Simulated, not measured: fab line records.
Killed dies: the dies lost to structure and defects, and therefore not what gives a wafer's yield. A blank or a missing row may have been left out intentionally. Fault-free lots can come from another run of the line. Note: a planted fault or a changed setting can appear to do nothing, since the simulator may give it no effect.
fab line records + flow n5Finfet + part 2 of 2: steps 21 to 27 of 27
[record]
- lots = 5
- wafers = 15
- lastDay = 16
route steps=1938 shown BEOL_M1@777
lots that met no fault: from a run of the same line without faults
startH: hours from the record's opening day to when the first of the lot's shown wafers began + waitH: hours elapsed since this lot's preceding step + " repeats the value in the row above + L1.1+2: several wafers, shown together as one row + - no value present, or no start provided + * or withheld: withheld + < > ~ a bound
route shown NAME@n: a module of which the file shows steps, and the number in the route of the first + usual: mean/standard deviation taken from wafers without a fault + same: alike in all rows + chamber/n: place in a boat + sites: the reading at each site + _std_site: standard deviation of those values + _edge_site: mean of outer sites minus mean of inner sites + radiusMm: how far each site lies from the wafer's centre + mask NAME#n: copy n + behind: the tool/chamber that last shaped the wafer + hold: why the lot was held/for how many hours/how that ended + device: which transistor (n, p or np) failed to switch + end of line: tests run on the same wafers once the route is complete + where a step has no rows: the recipe by itself + killed: not the wafer's yield, but the dies lost to structure and defects at the first sort + map: per-die view of a wafer (x killed, . not killed, _ where there is no die)
set.NAME: the setting as run; set.NAME@STEP: as run at that earlier step + model.NAME: the simulator's own value behind a step, which no gauge read
lots seen at some steps along the route; tables by step, rows by wafer
services: the hour from which a tool's chamber was out of use, counted from the record's first day as startH (under 0 if before that day), plus the number of hours and why
[[steps]]
[step N5_BEOL_M1_VIA_ETCH_34]
[recipe]
- chemistry = C4F6/O2
- targetDepthA = 678
- maskMaterial = SOC
- pressureMtorr = 15
- ionEnergyEv = 250
- taperDeg = 4
- timeS = 64.4
- sourceW = 350
- biasW = 170
- Ar_flow_sccm = 300
- C4F6_flow_sccm = 10
- O2_flow_sccm = 10
[usual]
- drypumpMotorCurrentA = 5.7/0.4
- oesProductAu = 0.82/0.086
- rfVppV = 666/15
- showerheadPlenumPTorr = 2.89/0.059
- throttleValvePct = 30.59/0.28
| lot.wafer | tool       | chamber | startH | waitH | drypumpMotorCurrentA | oesProductAu | rfHoursCounterH | rfVppV | showerheadPlenumPTorr | throttleValvePct |
|-----------|------------|---------|--------|-------|----------------------|--------------|-----------------|--------|-----------------------|------------------|
| L076.1    | rieDiel-05 | 2       | 137.24 | 0.0   | 5.7                  | 0.96         | 8               | 688    | 2.89                  | 30.16            |
| L076.4    | "          | 1       | "      | "     | 5.6                  | 0.89         | 29              | 655    | 2.93                  | 30.79            |
| L076.5    | "          | 3       | "      | "     | 5.8                  | 0.70         | -               | 659    | 2.96                  | 30.75            |
| L083.2    | rieDiel-04 | 3       | 184.01 | 0.0   | 6.1                  | 0.82         | 114             | 692    | 2.89                  | 30.54            |
| L083.3    | "          | 1       | "      | "     | 4.9                  | 0.75         | 164             | 675    | 2.91                  | 30.08            |
| L083.6    | "          | 3       | "      | "     | 6.1                  | 0.82         | -               | 691    | 2.89                  | 30.54            |
| L089.1    | rieDiel-04 | 3       | 217.28 | 0.0   | 6.1                  | 0.82         | 122             | 693    | 2.89                  | 30.54            |
| L089.3    | "          | 1       | "      | "     | 4.9                  | 0.74         | 180             | 675    | 2.90                  | 30.11            |
| L089.4    | "          | 0       | "      | "     | 5.4                  | 0.73         | 186             | 660    | 2.94                  | 30.71            |
| L093.1    | rieDiel-04 | 1       | 241.37 | 0.0   | 5.0                  | 0.73         | 186             | 675    | 2.90                  | 30.11            |
| L093.2    | "          | 3       | "      | "     | 6.1                  | 0.81         | 129             | 692    | 2.89                  | 30.55            |
| L093.4    | "          | 0       | "      | "     | 5.4                  | 0.73         | 192             | 661    | 2.94                  | 30.71            |
| L095.3    | rieDiel-01 | 1       | 253.74 | 0.0   | 5.7                  | 0.82         | 79              | 675    | 2.97                  | 30.60            |
| L095.5    | "          | 2       | "      | "     | 5.8                  | 0.85         | -               | 667    | 2.79                  | 31.11            |
| L095.6    | "          | 3       | "      | "     | 6.2                  | 0.90         | -               | 644    | 2.81                  | 30.69            |
[step N5_BEOL_M1_STRIP_83]
[recipe]
- chemistry = C4F6/O2
- resist = SiARC
- rfFrequencyHz = 6e+07
| lot.wafer  | tool       | chamber | startH | waitH |
|------------|------------|---------|--------|-------|
| L076.1+4+5 | rieDiel-05 | 2,1,3   | 137.29 | 0.0   |
| L083.2+3+6 | rieDiel-04 | 3,1,3   | 184.06 | 0.0   |
| L089.1+3+4 | rieDiel-04 | 3,1,0   | 217.33 | 0.0   |
| L093.1+2+4 | rieDiel-04 | 1,3,0   | 241.42 | 0.0   |
| L095.3+5+6 | rieDiel-01 | 1,2,3   | 253.79 | 0.0   |
[step N5_BEOL_M1_STRIP_36]
[recipe]
- chemistry = N2/H2
- powerW = 450
- tempC = 40
- pressureMtorr = 20
- rfFrequencyHz = 6e+07
- overashFraction = 0.3
- biasPowerW = 7
- h2Frac = 0.5
- n2FlowSccm = 200
- h2FlowSccm = 200
[usual]
- drypumpMotorCurrentA = 5.7/0.4
- oesProductAu = 0.82/0.086
- rfVppV = 59.2/1.4
- showerheadPlenumPTorr = 2.57/0.071
- throttleValvePct = 23.4/0.34
| lot.wafer | tool       | chamber | startH | waitH | drypumpMotorCurrentA | oesProductAu | rfHoursCounterH | rfVppV | showerheadPlenumPTorr | throttleValvePct |
|-----------|------------|---------|--------|-------|----------------------|--------------|-----------------|--------|-----------------------|------------------|
| L076.1    | rieDiel-05 | 2       | 137.30 | 0.0   | 5.7                  | 0.95         | 8               | 60.9   | 2.58                  | 23.2             |
| L076.4    | "          | 1       | "      | "     | 5.6                  | 0.91         | 29              | 60.0   | 2.59                  | 23.5             |
| L076.5    | "          | 3       | "      | "     | 5.8                  | 0.71         | -               | 59.7   | 2.58                  | 23.0             |
| L083.2    | rieDiel-04 | 3       | 184.07 | 0.0   | 6.1                  | 0.82         | 114             | 59.5   | 2.53                  | 22.7             |
| L083.3    | "          | 1       | "      | "     | 5.0                  | 0.75         | 164             | 58.1   | 2.66                  | 23.5             |
| L083.6    | "          | 3       | "      | "     | 6.1                  | 0.83         | -               | 59.5   | 2.53                  | 22.7             |
| L089.1    | rieDiel-04 | 3       | 217.34 | 0.0   | 6.1                  | 0.80         | 122             | 56.9   | 2.52                  | 22.8             |
| L089.3    | "          | 1       | "      | "     | 5.0                  | 0.74         | 180             | 58.6   | 2.65                  | 23.5             |
| L089.4    | "          | 0       | "      | "     | 5.4                  | 0.75         | 186             | 60.1   | 2.62                  | 23.4             |
| L093.1    | rieDiel-04 | 1       | 241.43 | 0.0   | 5.0                  | 0.73         | 186             | 58.7   | 2.65                  | 23.5             |
| L093.2    | "          | 3       | "      | "     | 6.1                  | 0.82         | 129             | 58.3   | 2.52                  | 22.8             |
| L093.4    | "          | 0       | "      | "     | 5.4                  | 0.74         | 192             | 61.4   | 2.62                  | 23.4             |
| L095.3    | rieDiel-01 | 1       | 253.80 | 0.0   | 5.7                  | 0.83         | 79              | 62.6   | 2.68                  | 23.9             |
| L095.5    | "          | 2       | "      | "     | 5.8                  | 0.86         | -               | 56.0   | 2.47                  | 23.7             |
| L095.6    | "          | 3       | "      | "     | 6.2                  | 0.89         | -               | 59.1   | 2.50                  | 23.5             |
[step N5_BEOL_M1_TRENCH_ETCH_37]
[recipe]
- chemistry = C4F6/O2
- targetDepthA = 552.07
- target = SiOC
- timeS = 29
- ionEnergyEv = 250
- pressureMtorr = 30
- sourceW = 355
- biasW = 185
- Ar_flow_sccm = 300
- C4F6_flow_sccm = 10
- O2_flow_sccm = 10
[usual]
- drypumpMotorCurrentA = 5.7/0.4
- oesProductAu = 0.81/0.085
- rfVppV = 666/16
- showerheadPlenumPTorr = 2.89/0.059
- throttleValvePct = 20.73/0.22
| lot.wafer | tool       | chamber | startH | waitH | drypumpMotorCurrentA | oesProductAu | rfHoursCounterH | rfVppV | showerheadPlenumPTorr | throttleValvePct |
|-----------|------------|---------|--------|-------|----------------------|--------------|-----------------|--------|-----------------------|------------------|
| L076.1    | rieDiel-05 | 2       | -      | -     | 5.7                  | 0.95         | 8               | 690    | 2.89                  | 20.45            |
| L076.4    | "          | 1       | "      | "     | 5.6                  | 0.88         | 29              | 656    | 2.93                  | 20.82            |
| L076.5    | "          | 3       | "      | "     | 5.8                  | 0.71         | -               | 660    | 2.96                  | 20.80            |
| L083.2    | rieDiel-04 | 3       | -      | -     | 6.1                  | 0.82         | 114             | 693    | 2.90                  | 20.59            |
| L083.3    | "          | 1       | "      | "     | 5.0                  | 0.74         | 164             | 676    | 2.92                  | 20.43            |
| L083.6    | "          | 3       | "      | "     | 6.1                  | 0.81         | -               | 691    | 2.90                  | 20.60            |
| L089.1    | rieDiel-04 | 3       | -      | -     | 6.1                  | 0.82         | 122             | 693    | 2.89                  | 20.61            |
| L089.3    | "          | 1       | "      | "     | 5.0                  | 0.74         | 180             | 676    | 2.91                  | 20.44            |
| L089.4    | "          | 0       | "      | "     | 5.4                  | 0.73         | 186             | 661    | 2.94                  | 20.91            |
| L093.1    | rieDiel-04 | 1       | -      | -     | 5.0                  | 0.73         | 186             | 675    | 2.90                  | 20.45            |
| L093.2    | "          | 3       | "      | "     | 6.1                  | 0.80         | 129             | 692    | 2.89                  | 20.62            |
| L093.4    | "          | 0       | "      | "     | 5.4                  | 0.73         | 192             | 660    | 2.94                  | 20.89            |
| L095.3    | rieDiel-01 | 1       | -      | -     | 5.7                  | 0.82         | 79              | 675    | 2.97                  | 20.76            |
| L095.5    | "          | 2       | "      | "     | 5.8                  | 0.86         | -               | 668    | 2.80                  | 21.10            |
| L095.6    | "          | 3       | "      | "     | 6.2                  | 0.90         | -               | 643    | 2.82                  | 20.64            |
[step N5_BEOL_M1_ETCH_41]
[recipe]
- chemistry = CH3F/O2
- target = SiCN
- targetDepthA = 319
- taperDeg = 2
- timeS = 57.8
- ionEnergyEv = 120
- maskMaterial = TiN
- pressureMtorr = 30
- sourceW = 395
- biasW = 75
- Ar_flow_sccm = 150
- CH3F_flow_sccm = 30
- O2_flow_sccm = 20
[usual]
- drypumpMotorCurrentA = 5.7/0.4
- oesProductAu = 0.81/0.085
- rfVppV = 297.9/1.3
- showerheadPlenumPTorr = 2.03/0.044
- throttleValvePct = 16.19/0.22
| lot.wafer | tool       | chamber | startH | waitH | drypumpMotorCurrentA | oesProductAu | rfHoursCounterH | rfVppV | showerheadPlenumPTorr | throttleValvePct |
|-----------|------------|---------|--------|-------|----------------------|--------------|-----------------|--------|-----------------------|------------------|
| L076.1    | rieDiel-05 | 2       | -      | -     | 5.7                  | 0.96         | 8               | 298.5  | 2.03                  | 15.91            |
| L076.4    | "          | 1       | "      | "     | 5.6                  | 0.88         | 29              | 298.0  | 2.06                  | 16.18            |
| L076.5    | "          | 3       | "      | "     | 5.8                  | 0.71         | -               | 298.9  | 2.08                  | 16.27            |
| L083.2    | rieDiel-04 | 3       | -      | -     | 6.1                  | 0.82         | 114             | 297.3  | 2.03                  | 16.01            |
| L083.3    | "          | 1       | "      | "     | 5.0                  | 0.75         | 164             | 298.2  | 2.05                  | 16.00            |
| L083.6    | "          | 3       | "      | "     | 6.1                  | 0.83         | -               | 297.6  | 2.03                  | 16.00            |
| L089.1    | rieDiel-04 | 3       | -      | -     | 6.1                  | 0.82         | 122             | 297.8  | 2.03                  | 16.03            |
| L089.3    | "          | 1       | "      | "     | 4.9                  | 0.73         | 180             | 299.5  | 2.05                  | 16.03            |
| L089.4    | "          | 0       | "      | "     | 5.4                  | 0.73         | 186             | 299.2  | 2.07                  | 16.38            |
| L093.1    | rieDiel-04 | 1       | -      | -     | 4.9                  | 0.74         | 186             | 300.3  | 2.04                  | 16.05            |
| L093.2    | "          | 3       | "      | "     | 6.1                  | 0.81         | 129             | 298.1  | 2.03                  | 16.03            |
| L093.4    | "          | 0       | "      | "     | 5.4                  | 0.73         | 192             | 297.9  | 2.06                  | 16.40            |
| L095.3    | rieDiel-01 | 1       | -      | -     | 5.7                  | 0.81         | 79              | 301.0  | 2.10                  | 16.26            |
| L095.5    | "          | 2       | "      | "     | 5.8                  | 0.85         | -               | 297.4  | 1.96                  | 16.46            |
| L095.6    | "          | 3       | "      | "     | 6.2                  | 0.89         | -               | 296.3  | 1.98                  | 16.00            |
[step N5_BEOL_M1_STRIP_97]
[recipe]
- chemistry = N2/H2
- timeS = 10
- powerW = 450
- tempC = 40
- pressureMtorr = 20
- rfFrequencyHz = 6e+07
- biasPowerW = 7
- n2FlowSccm = 200
- h2FlowSccm = 200
[usual]
- drypumpMotorCurrentA = 5.7/0.4
- oesProductAu = 0.82/0.085
- rfVppV = 59.3/0.86
- showerheadPlenumPTorr = 2.57/0.071
- throttleValvePct = 23.4/0.35
| lot.wafer | tool       | chamber | startH | waitH | drypumpMotorCurrentA | oesProductAu | rfHoursCounterH | rfVppV | showerheadPlenumPTorr | throttleValvePct |
|-----------|------------|---------|--------|-------|----------------------|--------------|-----------------|--------|-----------------------|------------------|
| L076.1    | rieDiel-05 | 2       | -      | -     | 5.7                  | 0.97         | 8               | 59.7   | 2.58                  | 23.2             |
| L076.4    | "          | 1       | "      | "     | 5.6                  | 0.90         | 29              | 60.5   | 2.59                  | 23.5             |
| L076.5    | "          | 3       | "      | "     | 5.8                  | 0.72         | -               | 59.6   | 2.58                  | 23.0             |
| L083.2    | rieDiel-04 | 3       | -      | -     | 6.1                  | 0.83         | 114             | 59.5   | 2.53                  | 22.7             |
| L083.3    | "          | 1       | "      | "     | 5.0                  | 0.76         | 164             | 58.7   | 2.66                  | 23.5             |
| L083.6    | "          | 3       | "      | "     | 6.1                  | 0.82         | -               | 59.1   | 2.53                  | 22.8             |
| L089.1    | rieDiel-04 | 3       | -      | -     | 6.1                  | 0.82         | 122             | 57.5   | 2.52                  | 22.8             |
| L089.3    | "          | 1       | "      | "     | 5.0                  | 0.74         | 180             | 60.8   | 2.65                  | 23.5             |
| L089.4    | "          | 0       | "      | "     | 5.4                  | 0.74         | 186             | 58.4   | 2.62                  | 23.4             |
| L093.1    | rieDiel-04 | 1       | -      | -     | 4.9                  | 0.73         | 186             | 58.2   | 2.65                  | 23.5             |
| L093.2    | "          | 3       | "      | "     | 6.1                  | 0.80         | 129             | 58.3   | 2.52                  | 22.7             |
| L093.4    | "          | 0       | "      | "     | 5.4                  | 0.73         | 192             | 60.0   | 2.62                  | 23.4             |
| L095.3    | rieDiel-01 | 1       | -      | -     | 5.7                  | 0.83         | 79              | 61.6   | 2.68                  | 23.9             |
| L095.5    | "          | 2       | "      | "     | 5.8                  | 0.85         | -               | 58.6   | 2.47                  | 23.7             |
| L095.6    | "          | 3       | "      | "     | 6.2                  | 0.88         | -               | 58.5   | 2.50                  | 23.5             |
[step N5_BEOL_M1_OCD_MEAS_38]
[usual]
- trenchDepthNm = 55.4/1.2
| lot.wafer | tool   | chamber | startH | waitH | trenchDepthNm |
|-----------|--------|---------|--------|-------|---------------|
| L076.1    | ocd-01 | -       | 137.50 | -     | 55.1          |
| L076.4    | "      | -       | "      | "     | 55.1          |
| L076.5    | "      | -       | "      | "     | 55.2          |
| L083.2    | ocd-02 | -       | 184.27 | -     | 55.8          |
| L083.3    | "      | -       | "      | "     | 55.9          |
| L083.6    | "      | -       | "      | "     | 55.6          |
| L089.1    | ocd-01 | -       | 217.53 | -     | 56.6          |
| L089.3    | "      | -       | "      | "     | 55.6          |
| L089.4    | "      | -       | "      | "     | 55.0          |
| L093.1    | ocd-01 | -       | 241.64 | -     | 55.6          |
| L093.2    | "      | -       | "      | "     | 56.1          |
| L093.4    | "      | -       | "      | "     | 54.4          |
| L095.3    | ocd-02 | -       | 254.00 | -     | 54.9          |
| L095.5    | "      | -       | "      | "     | 56.4          |
| L095.6    | "      | -       | "      | "     | 56.7          |
[[services]]
| tool          | chamber | startH | hours | kind   |
|---------------|---------|--------|-------|--------|
| aldSin-03     | 2       | 111.45 | 3.5   | repair |
| euvScanner-01 | -       | 115.22 | 1.0   | pm     |
| euvScanner-01 | -       | 133.86 | 4.6   | pm     |
| rieDiel-04    | 0       | 135.51 | 2.6   | repair |
| rieDiel-04    | 2       | 137.67 | 9.0   | repair |
| euvScanner-02 | -       | 143.66 | 1.0   | pm     |
| rieDiel-05    | 3       | 154.00 | 3.5   | repair |
| rieDiel-04    | -       | 156.29 | 1.1   | repair |
| euvScanner-01 | -       | 171.36 | 1.0   | pm     |
| rieDiel-04    | 1       | 173.36 | 6.0   | repair |
| euvScanner-01 | -       | 177.31 | 8.6   | repair |
| euvScanner-02 | -       | 185.06 | 0.1   | repair |
| euvScanner-01 | -       | 192.91 | 0.1   | repair |
| euvScanner-02 | -       | 199.81 | 1.0   | pm     |
| rieDiel-05    | -       | 200.69 | 1.2   | repair |
| rieDiel-04    | 3       | 204.29 | 12.3  | repair |
| rieDiel-01    | -       | 205.20 | 14.6  | pm     |
| aldSin-01     | -       | 222.70 | 1.0   | repair |
| euvScanner-01 | -       | 227.51 | 1.0   | pm     |
| rieDiel-05    | 0       | 231.27 | 1.3   | repair |
| euvScanner-02 | -       | 238.49 | 4.6   | pm     |
| aldSin-01     | -       | 240.32 | 6.0   | pm     |
| rieDiel-01    | 2       | 241.99 | 4.6   | repair |
| aldSin-01     | 3       | 247.66 | 6.7   | repair |
